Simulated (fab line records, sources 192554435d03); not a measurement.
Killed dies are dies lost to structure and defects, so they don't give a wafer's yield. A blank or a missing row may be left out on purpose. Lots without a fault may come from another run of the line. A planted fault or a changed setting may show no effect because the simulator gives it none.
Chamber matching | flow n5_finfet | N5_BEOL_M1_CO_CAP_55 on cvd_co-01: 3 sister chambers
The step material Co, precursor CCTBA/H2, target thk 2 nm, time 102.1 s. 3 wafers are shown with their chamber, then 6 later ones without.

WAFERS WITH THEIR CHAMBER
wafer  | chamber | heater_power_w (W)
L135.1 | 2       | 233
L148.4 | 0       | 268
L148.6 | 1       | 288

WAFERS WITHOUT THEIR CHAMBER
wafer  | heater_power_w (W)
L149.2 | 226
L149.3 | 285
L149.6 | 223
L154.1 | 230
L154.3 | 278
L154.4 | 277

WHICH CHAMBER EACH WENT THROUGH
wafer  | from the rows above     | in truth
L149.2 | 2                       | 2
L149.3 | can't be placed: 1 or 0 | 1
L149.6 | 2                       | 2
L154.1 | 2                       | 2
L154.3 | can't be placed: 0 or 1 | 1
L154.4 | can't be placed: 0 or 1 | 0
Placed correctly: 3 of 6. Can't be placed from these rows: 3 (the true chamber is among the candidates in 3). Placed wrongly: 0.
How it was worked out, from the rows above alone: a wafer's distance from a chamber is the root of the sum, over the readings, of the square of ((its reading less the chamber's mean) divided by the reading's scatter). The wafer belongs to the nearest chamber; if the next one is less than 2 further off, it can't be placed. A chamber's mean is the mean of its shown wafers. The scatter: with one shown wafer a chamber, the root of the mean of the squares of how far each hidden wafer lies from its nearest shown one.
